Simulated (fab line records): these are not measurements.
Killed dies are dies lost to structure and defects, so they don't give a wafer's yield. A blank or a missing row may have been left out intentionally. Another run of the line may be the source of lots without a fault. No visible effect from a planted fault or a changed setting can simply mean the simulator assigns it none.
Chamber matching + flow n5_finfet + N5_ILD0_LINER_00 on ald_sin-04: 4 sister chambers
The step material SiNx, target thk 4 nm, pulse time 1 s, purge time 2 s. 8 wafers are shown with their chamber, then 10 later ones without.

== WAFERS, EACH WITH ITS CHAMBER ==
| wafer  | chamber | heater_power_w (W) | precursor_pulse_height_rel |
|--------|---------|--------------------|----------------------------|
| L080.4 | 0       | 693                | 1.010                      |
| L082.2 | 0       | 693                | 1.007                      |
| L082.6 | 3       | 664                | 1.014                      |
| L091.2 | 3       | 677                | 0.981                      |
| L091.3 | 1       | 855                | 0.985                      |
| L091.4 | 2       | 782                | 1.016                      |
| L092.2 | 2       | 779                | 1.003                      |
| L092.4 | 1       | 841                | 1.018                      |

== WAFERS WITHOUT THEIR CHAMBER ==
| wafer  | heater_power_w (W) | precursor_pulse_height_rel |
|--------|--------------------|----------------------------|
| L092.6 | 668                | 1.034                      |
| L093.1 | 850                | 1.020                      |
| L093.5 | 786                | 1.028                      |
| L093.6 | 683                | 0.998                      |
| L094.2 | 669                | 1.004                      |
| L094.3 | 682                | 0.983                      |
| L094.5 | 785                | 1.005                      |
| L096.1 | 804                | 1.005                      |
| L096.3 | 858                | 0.969                      |
| L096.5 | 766                | 0.981                      |

== EACH ONE'S CHAMBER ==
| wafer  | from the rows above     | in truth |
|--------|-------------------------|----------|
| L092.6 | can't be placed: 3 or 0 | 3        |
| L093.1 | 1                       | 1        |
| L093.5 | 2                       | 2        |
| L093.6 | can't be placed: 0 or 3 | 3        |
| L094.2 | 3                       | 3        |
| L094.3 | can't be placed: 3 or 0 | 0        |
| L094.5 | 2                       | 2        |
| L096.1 | 2                       | 2        |
| L096.3 | 1                       | 1        |
| L096.5 | 2                       | 2        |
Correct placement for 7 of the 10. Unplaceable from these rows: 3, with the true chamber sitting among the candidates in 3. 0 placed wrongly.
How it was worked out, from the rows above alone: a wafer's distance from a chamber is the root of the sum, over the readings, of the square of ((its reading less the chamber's mean) divided by the reading's scatter). If the next closest chamber is less than 2 further off than the closest, the wafer can't be placed; otherwise it belongs to the closest. A chamber's mean is the mean of its shown wafers. The scatter is the square root of a quotient: the sum, over the shown wafers, of each reading's squared deviation from its chamber's mean, divided by wafers minus chambers.
